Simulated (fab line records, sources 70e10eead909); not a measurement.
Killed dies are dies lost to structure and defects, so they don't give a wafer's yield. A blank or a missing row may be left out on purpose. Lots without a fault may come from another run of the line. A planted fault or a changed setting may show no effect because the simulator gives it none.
Which tool did it? | flow nand_harc | 24 lots, 72 wafers sampled, at 6 steps of a route of 1302

WHAT THE GAUGES READ, wafer by wafer
The record holds no reading of a measuring or inspecting step that can be judged against a usual standard deviation.

WHICH TOOL RAN EACH LOT (tool, then ch and the chambers of the sampled wafers, then the start)
lot  | NHARC_A_STAIRCASE_TRIM_22      | NHARC_A_STAIRCASE_TRIM_24      | NHARC_A_STAIRCASE_ETCH_25      | NHARC_A_STAIRCASE_ETCH_27      | NHARC_A_STAIRCASE_TRIM_189     | NHARC_A_STAIRCASE_ETCH_234
L074 | rie_diel-02 ch 0,1,3, no start | rie_diel-02 ch 0,2, no start   | rie_diel-02 ch 0,1,3, no start | rie_diel-02 ch 0,1,2, no start | rie_diel-02 ch 0,2,3, no start | rie_diel-02 ch 0,1,3, no start
L075 | rie_diel-02 ch 0,3, no start   | rie_diel-02 ch 1,2,3, no start | rie_diel-02 ch 0,1, no start   | rie_diel-02 ch 0,2, no start   | rie_diel-13 ch 0,1,2, no start | rie_diel-02 ch 0,1,3, no start
L077 | rie_diel-04 ch 0,2,3, no start | rie_diel-04 ch 0,2,3, no start | rie_diel-04 ch 0,2, no start   | rie_diel-04 ch 0,3, no start   | rie_diel-02 ch 0,1,3, no start | rie_diel-04 ch 0,2, no start
L076 | rie_diel-02 ch 0,1,3, no start | rie_diel-02 ch 1,3, no start   | rie_diel-02 ch 0,1, no start   | rie_diel-02 ch 0,1, no start   | rie_diel-04 ch 0,2,3, no start | rie_diel-02 ch 0,1,3, no start
L079 | rie_diel-04 ch 2,3, no start   | rie_diel-04 ch 0,2,3, no start | rie_diel-04 ch 0,2,3, no start | rie_diel-04 ch 0,2, no start   | rie_diel-02 ch 0,1,2, no start | rie_diel-04 ch 0,1,3, no start
L078 | rie_diel-13 ch 0,1,3, no start | rie_diel-13 ch 0,2,3, no start | rie_diel-13 ch 1,2,3, no start | rie_diel-13 ch 0,1,2, no start | rie_diel-04 ch 0,3, no start   | rie_diel-13 ch 1,2, no start
L080 | rie_diel-02 ch 0,2,3, no start | rie_diel-02 ch 1,2, no start   | rie_diel-02 ch 0,1, no start   | rie_diel-02 ch 0,2,3, no start | rie_diel-04 ch 2,3, no start   | rie_diel-04 ch 1,2,3, no start
L082 | rie_diel-13 ch 0,1,2, no start | rie_diel-13 ch 1,2,3, no start | rie_diel-13 ch 2,3, no start   | rie_diel-13 ch 0,1,2, no start | rie_diel-04 ch 1,2,3, no start | rie_diel-02 ch 0,3, no start
L081 | rie_diel-04 ch 0,1,2, no start | rie_diel-04 ch 0,1, no start   | rie_diel-04 ch 0,2,3, no start | rie_diel-04 ch 0,3, no start   | rie_diel-04 ch 0,1, no start   | rie_diel-02 ch 0,1,3, no start
L083 | rie_diel-02 ch 0,1,3, no start | rie_diel-02 ch 0,1,2, no start | rie_diel-02 ch 0,1,3, no start | rie_diel-02 ch 0,1,2, no start | rie_diel-04 ch 0,1,2, no start | rie_diel-04 ch 0,1,2, no start
L084 | rie_diel-13 ch 2,3, no start   | rie_diel-13 ch 0,2, no start   | rie_diel-13 ch 0,1,2, no start | rie_diel-13 ch 2,3, no start   | rie_diel-13 ch 0,2,3, no start | rie_diel-13 ch 0,1, no start
L085 | rie_diel-02 ch 2,3, no start   | rie_diel-02 ch 2,3, no start   | rie_diel-02 ch 2,3, no start   | rie_diel-02 ch 0,2,3, no start | rie_diel-04 ch 0,2, no start   | rie_diel-04 ch 0,1,3, no start
L087 | rie_diel-04 ch 0,1,3, no start | rie_diel-04 ch 0,2,3, no start | rie_diel-04 ch 1,2,3, no start | rie_diel-04 ch 0,3, no start   | rie_diel-02 ch 0,3, no start   | rie_diel-04 ch 1,2,3, no start
L086 | rie_diel-13 ch 0,2,3, no start | rie_diel-13 ch 0,1,3, no start | rie_diel-13 ch 0,1, no start   | rie_diel-13 ch 0,2,3, no start | rie_diel-13 ch 0,1,3, no start | rie_diel-13 ch 0,1, no start
L089 | rie_diel-02 ch 0,3, no start   | rie_diel-02 ch 0,3, no start   | rie_diel-02 ch 1,3, no start   | rie_diel-02 ch 0,1, no start   | rie_diel-02 ch 1,2, no start   | rie_diel-02 ch 2,3, no start
L088 | rie_diel-02 ch 0,1,3, no start | rie_diel-02 ch 0,1, no start   | rie_diel-02 ch 0,3, no start   | rie_diel-02 ch 0,3, no start   | rie_diel-02 ch 0,2, no start   | rie_diel-13 ch 1,2, no start
L090 | rie_diel-04 ch 2,3, no start   | rie_diel-04 ch 0,1,2, no start | rie_diel-04 ch 1,2,3, no start | rie_diel-04 ch 0,1,2, no start | rie_diel-02 ch 0,1, no start   | rie_diel-04 ch 1,3, no start
L091 | rie_diel-02 ch 1,2, no start   | rie_diel-02 ch 0,1,2, no start | rie_diel-02 ch 0,1,2, no start | rie_diel-02 ch 0,1,2, no start | rie_diel-04 ch 0,2,3, no start | rie_diel-04 ch 0,1,3, no start
L092 | rie_diel-13 ch 0,1,3, no start | rie_diel-13 ch 0,1,3, no start | rie_diel-13 ch 0,1,3, no start | rie_diel-13 ch 0,1,3, no start | rie_diel-04 ch 0,3, no start   | rie_diel-04 ch 1,2,3, no start
L093 | rie_diel-02 ch 1,2, no start   | rie_diel-02 ch 0,2, no start   | rie_diel-02 ch 0,1,2, no start | rie_diel-02 ch 1,2, no start   | rie_diel-13 ch 2,3, no start   | rie_diel-02 ch 0,1, no start
L094 | rie_diel-04 ch 1,2, no start   | rie_diel-04 ch 0,1,2, no start | rie_diel-04 ch 0,1,3, no start | rie_diel-04 ch 0,2,3, no start | rie_diel-02 ch 0,1, no start   | rie_diel-02 ch 0,1,3, no start
L097 | rie_diel-04 ch 1,2,3, no start | rie_diel-04 ch 0,1,3, no start | rie_diel-04 ch 0,2,3, no start | rie_diel-04 ch 0,1,3, no start | rie_diel-04 ch 0,1,2, no start | rie_diel-04 ch 0,2,3, no start
L095 | rie_diel-13 ch 2,3, no start   | rie_diel-13 ch 0,1,3, no start | rie_diel-13 ch 1,2,3, no start | rie_diel-13 ch 0,1,3, no start | rie_diel-13 ch 0,1,2, no start | rie_diel-04 ch 2,3, no start
L096 | rie_diel-13 ch 0,1,3, no start | rie_diel-13 ch 0,1,3, no start | rie_diel-13 ch 0,1,3, no start | rie_diel-13 ch 0,3, no start   | rie_diel-02 ch 0,2,3, no start | rie_diel-02 ch 0,1, no start
- NHARC_A_STAIRCASE_TRIM_22: chemistry O2, time 211.2 s.
- NHARC_A_STAIRCASE_TRIM_24: chemistry O2, time 211.2 s.
- NHARC_A_STAIRCASE_ETCH_25: etches the open film in C4F8/O2, target depth 100 nm, time 40.5 s.
- NHARC_A_STAIRCASE_ETCH_27: etches the open film in C4F8/O2, target depth 100 nm, time 40.5 s.
- NHARC_A_STAIRCASE_TRIM_189: chemistry O2, time 211.2 s.
- NHARC_A_STAIRCASE_ETCH_234: etches the open film in C4F8/O2, target depth 100 nm, time 40.5 s.

WHAT THE TOOLS THEMSELVES READ (means of the sampled wafers that have a number; where no wafer has one, the mark that the record gives instead)
NHARC_A_STAIRCASE_TRIM_22. Usual: drypump_motor_current_A 5.6 A, standard deviation 0.48; oes_product_au 0.997 a.u., standard deviation 0.0095; rf_vpp_V 57.9 V, standard deviation 0.89; showerhead_plenum_p_Torr 3.59 Torr, standard deviation 0.14; throttle_valve_pct 17.036 %, standard deviation 0.0086.
lot  | tool        | drypump_motor_current_A (A) | oes_product_au (a.u.) | rf_vpp_V (V) | showerhead_plenum_p_Torr (Torr) | throttle_valve_pct (%) | flag
L074 | rie_diel-02 | 5.8                         | 0.993                 | 57.9         | 3.49                            | 17.037                 |
L075 | rie_diel-02 | 6.0                         | 0.997                 | 58.3         | 3.62                            | 17.035                 |
L077 | rie_diel-04 | 5.3                         | 0.999                 | 58.4         | 3.67                            | 17.039                 |
L076 | rie_diel-02 | 5.7                         | 0.992                 | 58.2         | 3.48                            | 17.045                 |
L079 | rie_diel-04 | 5.1                         | 1.001                 | 57.4         | 3.64                            | 17.036                 |
L078 | rie_diel-13 | 5.6                         | 1.000                 | 57.8         | 3.67                            | 17.030                 |
L080 | rie_diel-02 | 5.6                         | 0.990                 | 57.1         | 3.55                            | 17.042                 |
L082 | rie_diel-13 | 5.9                         | 0.995                 | 58.1         | 3.64                            | 17.031                 |
L081 | rie_diel-04 | 5.4                         | 1.006                 | 58.2         | 3.50                            | 17.026                 |
L083 | rie_diel-02 | 5.7                         | 0.988                 | 58.1         | 3.65                            | 17.031                 |
L084 | rie_diel-13 | 5.5                         | 0.998                 | 57.4         | 3.54                            | 17.034                 |
L085 | rie_diel-02 | 5.2                         | 0.996                 | 57.5         | 3.49                            | 17.042                 |
L087 | rie_diel-04 | 5.6                         | 1.003                 | 56.9         | 3.56                            | 17.034                 |
L086 | rie_diel-13 | 5.6                         | 0.998                 | 57.3         | 3.56                            | 17.037                 |
L089 | rie_diel-02 | 5.5                         | 0.996                 | 57.2         | 3.54                            | 17.030                 |
L088 | rie_diel-02 | 5.7                         | 0.992                 | 57.9         | 3.64                            | 17.033                 |
L090 | rie_diel-04 | 5.1                         | 0.997                 | 57.9         | 3.63                            | 17.038                 |
L091 | rie_diel-02 | 5.6                         | 0.981                 | 58.2         | 3.67                            | 17.044                 |
L092 | rie_diel-13 | 5.6                         | 1.002                 | 58.3         | 3.64                            | 17.036                 |
L093 | rie_diel-02 | 5.4                         | 0.991                 | 58.3         | 3.55                            | 17.034                 |
L094 | rie_diel-04 | 5.2                         | 1.003                 | 58.1         | 3.64                            | 17.036                 |
L097 | rie_diel-04 | 5.5                         | 1.000                 | 59.2         | 3.70                            | 17.039                 |
L095 | rie_diel-13 | 5.5                         | 1.011                 | 58.1         | 3.52                            | 17.044                 |
L096 | rie_diel-13 | 5.6                         | 1.001                 | 58.0         | 3.63                            | 17.039                 |

NHARC_A_STAIRCASE_TRIM_24. Usual: drypump_motor_current_A 5.6 A, standard deviation 0.45; oes_product_au 0.996 a.u., standard deviation 0.011; rf_vpp_V 57.9 V, standard deviation 0.96; showerhead_plenum_p_Torr 3.60 Torr, standard deviation 0.14; throttle_valve_pct 17.037 %, standard deviation 0.0089.
lot  | tool        | drypump_motor_current_A (A) | oes_product_au (a.u.) | rf_vpp_V (V) | showerhead_plenum_p_Torr (Torr) | throttle_valve_pct (%) | flag
L074 | rie_diel-02 | 5.7                         | 0.991                 | 57.4         | 3.54                            | 17.037                 |
L075 | rie_diel-02 | 5.4                         | 0.992                 | 57.5         | 3.42                            | 17.030                 |
L077 | rie_diel-04 | 5.2                         | 1.003                 | 58.8         | 3.67                            | 17.038                 |
L076 | rie_diel-02 | 5.3                         | 0.984                 | 56.9         | 3.43                            | 17.031                 |
L079 | rie_diel-04 | 5.2                         | 0.998                 | 57.8         | 3.67                            | 17.037                 |
L078 | rie_diel-13 | 5.6                         | 1.001                 | 58.2         | 3.57                            | 17.021                 |
L080 | rie_diel-02 | 5.6                         | 0.987                 | 58.4         | 3.69                            | 17.037                 |
L082 | rie_diel-13 | 5.8                         | 1.004                 | 58.2         | 3.62                            | 17.035                 |
L081 | rie_diel-04 | 5.8                         | 1.006                 | 57.3         | 3.40                            | 17.035                 |
L083 | rie_diel-02 | 5.8                         | 0.981                 | 58.1         | 3.64                            | 17.044                 |
L084 | rie_diel-13 | 5.9                         | 1.003                 | 58.3         | 3.53                            | 17.044                 |
L085 | rie_diel-02 | 5.2                         | 0.987                 | 57.8         | 3.47                            | 17.033                 |
L087 | rie_diel-04 | 5.2                         | 0.999                 | 57.9         | 3.66                            | 17.037                 |
L086 | rie_diel-13 | 5.6                         | 0.997                 | 58.5         | 3.65                            | 17.027                 |
L089 | rie_diel-02 | 5.5                         | 0.993                 | 57.7         | 3.54                            | 17.036                 |
L088 | rie_diel-02 | 5.9                         | 0.981                 | 57.9         | 3.74                            | 17.034                 |
L090 | rie_diel-04 | 5.4                         | 0.998                 | 57.3         | 3.49                            | 17.043                 |
L091 | rie_diel-02 | 5.8                         | 0.993                 | 57.4         | 3.62                            | 17.035                 |
L092 | rie_diel-13 | 5.6                         | 0.995                 | 58.2         | 3.64                            | 17.029                 |
L093 | rie_diel-02 | 6.0                         | 0.989                 | 57.3         | 3.57                            | 17.040                 |
L094 | rie_diel-04 | 5.4                         | 0.995                 | 58.2         | 3.67                            | 17.039                 |
L097 | rie_diel-04 | 5.6                         | 0.996                 | 57.9         | 3.72                            | 17.029                 |
L095 | rie_diel-13 | 5.6                         | 1.009                 | 57.3         | 3.64                            | 17.042                 |
L096 | rie_diel-13 | 5.6                         | 0.999                 | 58.6         | 3.63                            | 17.031                 |

NHARC_A_STAIRCASE_ETCH_25. Usual: oes_product_au 0.940 a.u., standard deviation 0.013; rf_vpp_V 899 V, standard deviation 4.9.
lot  | tool        | oes_product_au (a.u.) | rf_vpp_V (V) | flag
L074 | rie_diel-02 | 0.930                 | 894          |
L075 | rie_diel-02 | 0.949                 | 892          |
L077 | rie_diel-04 | 0.940                 | 900          |
L076 | rie_diel-02 | 0.949                 | 891          |
L079 | rie_diel-04 | 0.950                 | 901          |
L078 | rie_diel-13 | 0.953                 | 900          |
L080 | rie_diel-02 | 0.938                 | 902          |
L082 | rie_diel-13 | 0.935                 | 896          |
L081 | rie_diel-04 | 0.962                 | 900          |
L083 | rie_diel-02 | 0.913                 | 900          |
L084 | rie_diel-13 | 0.948                 | 900          |
L085 | rie_diel-02 | 0.940                 | 894          |
L087 | rie_diel-04 | 0.964                 | 896          |
L086 | rie_diel-13 | 0.952                 | 903          |
L089 | rie_diel-02 | 0.939                 | 897          |
L088 | rie_diel-02 | 0.942                 | 896          |
L090 | rie_diel-04 | 0.951                 | 897          |
L091 | rie_diel-02 | 0.930                 | 899          |
L092 | rie_diel-13 | 0.930                 | 901          |
L093 | rie_diel-02 | 0.931                 | 899          |
L094 | rie_diel-04 | 0.931                 | 903          |
L097 | rie_diel-04 | 0.928                 | 899          |
L095 | rie_diel-13 | 0.959                 | 898          |
L096 | rie_diel-13 | 0.944                 | 900          |

NHARC_A_STAIRCASE_ETCH_27. Usual: oes_product_au 0.940 a.u., standard deviation 0.012; rf_vpp_V 899 V, standard deviation 5.
lot  | tool        | oes_product_au (a.u.) | rf_vpp_V (V) | flag
L074 | rie_diel-02 | 0.938                 | 893          |
L075 | rie_diel-02 | 0.943                 | 898          |
L077 | rie_diel-04 | 0.941                 | 903          |
L076 | rie_diel-02 | 0.933                 | 891          |
L079 | rie_diel-04 | 0.932                 | 898          |
L078 | rie_diel-13 | 0.957                 | 900          |
L080 | rie_diel-02 | 0.918                 | 896          |
L082 | rie_diel-13 | 0.938                 | 899          |
L081 | rie_diel-04 | 0.951                 | 903          |
L083 | rie_diel-02 | 0.932                 | 900          |
L084 | rie_diel-13 | 0.948                 | 896          |
L085 | rie_diel-02 | 0.934                 | 897          |
L087 | rie_diel-04 | 0.952                 | 903          |
L086 | rie_diel-13 | 0.953                 | 897          |
L089 | rie_diel-02 | 0.938                 | 902          |
L088 | rie_diel-02 | 0.937                 | 898          |
L090 | rie_diel-04 | 0.939                 | 895          |
L091 | rie_diel-02 | 0.932                 | 899          |
L092 | rie_diel-13 | 0.946                 | 901          |
L093 | rie_diel-02 | 0.926                 | 901          |
L094 | rie_diel-04 | 0.937                 | 900          |
L097 | rie_diel-04 | 0.947                 | 902          |
L095 | rie_diel-13 | 0.943                 | 900          |
L096 | rie_diel-13 | 0.943                 | 898          |

NHARC_A_STAIRCASE_TRIM_189. Usual: drypump_motor_current_A 5.6 A, standard deviation 0.45; oes_product_au 0.999 a.u., standard deviation 0.011; rf_vpp_V 58.0 V, standard deviation 0.84; showerhead_plenum_p_Torr 3.60 Torr, standard deviation 0.15; throttle_valve_pct 17.038 %, standard deviation 0.0088.
lot  | tool        | drypump_motor_current_A (A) | oes_product_au (a.u.) | rf_vpp_V (V) | showerhead_plenum_p_Torr (Torr) | throttle_valve_pct (%) | flag
L074 | rie_diel-02 | 5.6                         | 0.995                 | 57.1         | 3.56                            | 17.041                 |
L075 | rie_diel-13 | 5.9                         | 1.014                 | 58.1         | 3.65                            | 17.027                 |
L077 | rie_diel-02 | 5.7                         | 0.994                 | 57.6         | 3.48                            | 17.034                 |
L076 | rie_diel-04 | 5.2                         | 0.997                 | 57.7         | 3.67                            | 17.039                 |
L079 | rie_diel-02 | 5.8                         | 0.991                 | 58.9         | 3.65                            | 17.034                 |
L078 | rie_diel-04 | 5.5                         | 1.002                 | 58.6         | 3.73                            | 17.043                 |
L080 | rie_diel-04 | 5.4                         | 0.998                 | 57.6         | 3.70                            | 17.029                 |
L082 | rie_diel-04 | 5.5                         | 1.005                 | 57.2         | 3.54                            | 17.031                 |
L081 | rie_diel-04 | 5.5                         | 1.000                 | 58.1         | 3.53                            | 17.041                 |
L083 | rie_diel-04 | 5.4                         | 0.999                 | 56.6         | 3.50                            | 17.035                 |
L084 | rie_diel-13 | 5.6                         | 0.999                 | 57.1         | 3.56                            | 17.038                 |
L085 | rie_diel-04 | 5.0                         | 0.995                 | 58.3         | 3.60                            | 17.044                 |
L087 | rie_diel-02 | 5.5                         | 0.999                 | 58.1         | 3.55                            | 17.036                 |
L086 | rie_diel-13 | 5.6                         | 1.003                 | 58.7         | 3.65                            | 17.041                 |
L089 | rie_diel-02 | 5.4                         | 0.986                 | 57.5         | 3.57                            | 17.041                 |
L088 | rie_diel-02 | 5.7                         | 0.993                 | 57.3         | 3.52                            | 17.030                 |
L090 | rie_diel-02 | 5.9                         | 0.986                 | 59.0         | 3.73                            | 17.032                 |
L091 | rie_diel-04 | 5.3                         | 0.994                 | 58.8         | 3.65                            | 17.050                 |
L092 | rie_diel-04 | 5.4                         | 0.988                 | 58.0         | 3.68                            | 17.031                 |
L093 | rie_diel-13 | 5.8                         | 1.007                 | 58.1         | 3.51                            | 17.045                 |
L094 | rie_diel-02 | 6.2                         | 0.987                 | 58.5         | 3.68                            | 17.045                 |
L097 | rie_diel-04 | 5.4                         | 1.004                 | 58.6         | 3.66                            | 17.045                 |
L095 | rie_diel-13 | 5.9                         | 1.005                 | 58.5         | 3.61                            | 17.040                 |
L096 | rie_diel-02 | 5.6                         | 0.998                 | 58.1         | 3.52                            | 17.042                 |

NHARC_A_STAIRCASE_ETCH_234. Usual: oes_product_au 0.945 a.u., standard deviation 0.012; rf_vpp_V 898 V, standard deviation 5.8.
lot  | tool        | oes_product_au (a.u.) | rf_vpp_V (V) | flag
L074 | rie_diel-02 | 0.940                 | 894          |
L075 | rie_diel-02 | 0.944                 | 894          |
L077 | rie_diel-04 | 0.945                 | 899          |
L076 | rie_diel-02 | 0.952                 | 894          |
L079 | rie_diel-04 | 0.951                 | 898          |
L078 | rie_diel-13 | 0.955                 | 902          |
L080 | rie_diel-04 | 0.951                 | 896          |
L082 | rie_diel-02 | 0.941                 | 897          |
L081 | rie_diel-02 | 0.944                 | 900          |
L083 | rie_diel-04 | 0.948                 | 896          |
L084 | rie_diel-13 | 0.962                 | 902          |
L085 | rie_diel-04 | 0.956                 | 896          |
L087 | rie_diel-04 | 0.959                 | 895          |
L086 | rie_diel-13 | 0.945                 | 903          |
L089 | rie_diel-02 | 0.947                 | 893          |
L088 | rie_diel-13 | 0.933                 | 898          |
L090 | rie_diel-04 | 0.946                 | 898          |
L091 | rie_diel-04 | 0.939                 | 897          |
L092 | rie_diel-04 | 0.937                 | 902          |
L093 | rie_diel-02 | 0.927                 | 904          |
L094 | rie_diel-02 | 0.940                 | 900          |
L097 | rie_diel-04 | 0.938                 | 901          |
L095 | rie_diel-04 | 0.933                 | 899          |
L096 | rie_diel-02 | 0.953                 | 903          |

THE ANSWER, worked out from the rows above alone
Rule: a lot is off if the mean of its wafers that have a number lies more than 3 standard deviations from the usual mean. A lot without any number at a reading at which 4 lots or more have one is off too. The other lots that the step has rows for count as sound. The gauges are gone through in route order, then the tools' own readings, and for those a lot's mean is taken as printed above. The first step at which some lot is off is used, and at that step the reading that is off furthest; a lot without a number counts as furthest.
No lot is off at any reading shown: from this, nothing can be told.

WHAT THE SIMULATOR HAD PUT IN
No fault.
